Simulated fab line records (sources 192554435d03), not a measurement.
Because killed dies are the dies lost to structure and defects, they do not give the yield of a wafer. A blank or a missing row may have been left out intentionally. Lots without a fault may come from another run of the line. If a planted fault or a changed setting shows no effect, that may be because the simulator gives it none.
A struck lot beside a sound one :: flow n5_finfet :: 16 out of 1938 route steps
Sound: wafers L741.1, L741.2, L741.3. Struck: wafer L751.3 (left out: L751.2, L751.5 of the same lot, which were not struck); the cause appears at the end.
For every step that has rows: the tool of each side, followed by ch and its chambers, followed by its first start. Under that, the readings that differ: sound wafers :: struck wafers :: difference of the means :: sigmas: that difference in standard deviations of wafers without a fault.
alike: same words and numbers on both sides, and readings whose means sit less than 2 such deviations apart. not compared: any withheld reading, any reading some wafer has no value for, any bound like >300 that may hide the same value, and any number with overlapping values for which the record gives no deviation.
Wherever a step has rows on one side only, a row that says differs or no value, or a row with sigmas, the two part there. Non-overlapping numbers with no deviation appear without sigmas and do not part them. A reading that every wafer of one side lacks parts them only if that side has two wafers or more.

first, 8 steps without rows for these wafers: N5_SDB_COAT_03 (time 60 s, resist thk 100 nm); N5_SDB_COAT_04 (time 60 s, resist thk 18 nm); N5_SDB_COAT_05 (resist thk 90 nm); N5_SDB_EBR_07; N5_SDB_SOFTBAKE_06 (time 60 s); N5_SDB_EXPOSE_08 (exposes mask SDB); N5_SDB_PEB_09 (peb time 60 s); N5_SDB_DEVELOP_10 (develop time 30 s).
N5_SDB_CD_MEAS_11 targets a cd of 50 nm.
  sound on cd_sem-03 ch 0, day 5 00:22; struck on cd_sem-02 ch 0, day 7 15:41
  alike: cd_nm
N5_SDB_OVL_MEAS_12:
  sound on overlay-02 ch 0, day 5 00:23; struck on overlay-01 ch 0, day 7 15:43
  alike: SDB_OVL
N5_SDB_INSPECT_13: inspects for defects (brightfield).
  sound on defect_inspect-01 at day 5 00:25; struck on defect_inspect-01 at day 7 15:44
  alike: raw_defect_count
N5_SDB_DESCUM_16: chemistry O2, time 7.9 s.
  sound on rie_diel-01 ch 0,1,3, day 5 00:43; struck on rie_diel-02 ch 3, day 7 15:50
reading: drypump_motor_current_A (A)
sound: 6.1 6.2 5.9
struck: 4.9
difference: -1.2
sigmas: -3
  alike: chamber_pressure_mTorr, oes_product_au, rf_vpp_V, showerhead_plenum_p_Torr, throttle_valve_pct
  not compared: rf_hours_counter_h
N5_SDB_ETCH_17: etches SiARC in CF4, target depth 23.4 nm, time 39 s.
  sound on rie_diel-01 ch 0,1,3, day 5 00:45; struck on rie_diel-02 ch 3, day 7 15:53
reading: bias_w (W)
sound: 35.92 35.87 35.91
struck: 38.35
difference: +2.45
sigmas: +20

reading: drypump_motor_current_A (A)
sound: 6.1 6.2 5.9
struck: 4.9
difference: -1.2
sigmas: -3

reading: rf_vpp_V (V)
sound: 182.8 184.1 184.6
struck: 191.1
difference: +7.3
sigmas: +7
  alike: chamber_pressure_mTorr, etch_rf_on_time_s, oes_product_au, showerhead_plenum_p_Torr, throttle_valve_pct
  not compared: rf_hours_counter_h
N5_SDB_ETCH_18: etches SOC in N2/H2, target depth 100 nm, overetch 20 nm, time 150 s.
  sound on rie_diel-01 ch 0,1,3, day 5 00:47; struck on rie_diel-02 ch 3, day 7 15:55
reading: drypump_motor_current_A (A)
sound: 6.1 6.2 5.9
struck: 5.0
difference: -1.1
sigmas: -2
  alike: bias_w, chamber_pressure_mTorr, oes_product_au, rf_vpp_V, showerhead_plenum_p_Torr, throttle_valve_pct
  not compared: rf_hours_counter_h
-- the record jumps here: 4 days lie between the struck wafers' starts before and after (it left off in module SDB and takes up again in module BEOL_M4, whose first step shown is number 1111 of the route) --
N5_BEOL_M4_RC_MEAS_101:
  sound on prober-01 ch 0, day 9 03:22; struck on prober-02 ch 0, day 12 01:05
  alike: DIBL_N, DIBL_P, IOFF_N, IOFF_P, ION_N, ION_P, SS_N, SS_P, VT_N, VT_P
-- here the record skips 4 days between the struck wafers' starts before and after, leaving off in module BEOL_M4 and picking up in module PASSIVATION (first step shown: number 1936 of the route) --
N5_PASSIVATION_PROBE_49:
  sound on prober-01 at day 13 02:31; struck on prober-02 at day 16 08:24
reading: killed_at_M4_up
sound: 8 11 5
struck: 27
difference: +19
sigmas: +4

reading: killed_at_front_end
sound: 50 62 55
struck: 28
difference: -28
sigmas: -2
  alike: defect_limited_yield, killed_at_M0_to_M3, killed_at_contacts, killed_at_other, killed_dies, killed_open, killed_short, sort_bin_5_function, sort_bin_6_memory, sort_n_pass, sort_yield_pct

== WHERE THEY PART ==
At N5_SDB_DESCUM_16 first; at N5_PASSIVATION_PROBE_49 last (within this record only).

WHY: what had been put in by the simulator
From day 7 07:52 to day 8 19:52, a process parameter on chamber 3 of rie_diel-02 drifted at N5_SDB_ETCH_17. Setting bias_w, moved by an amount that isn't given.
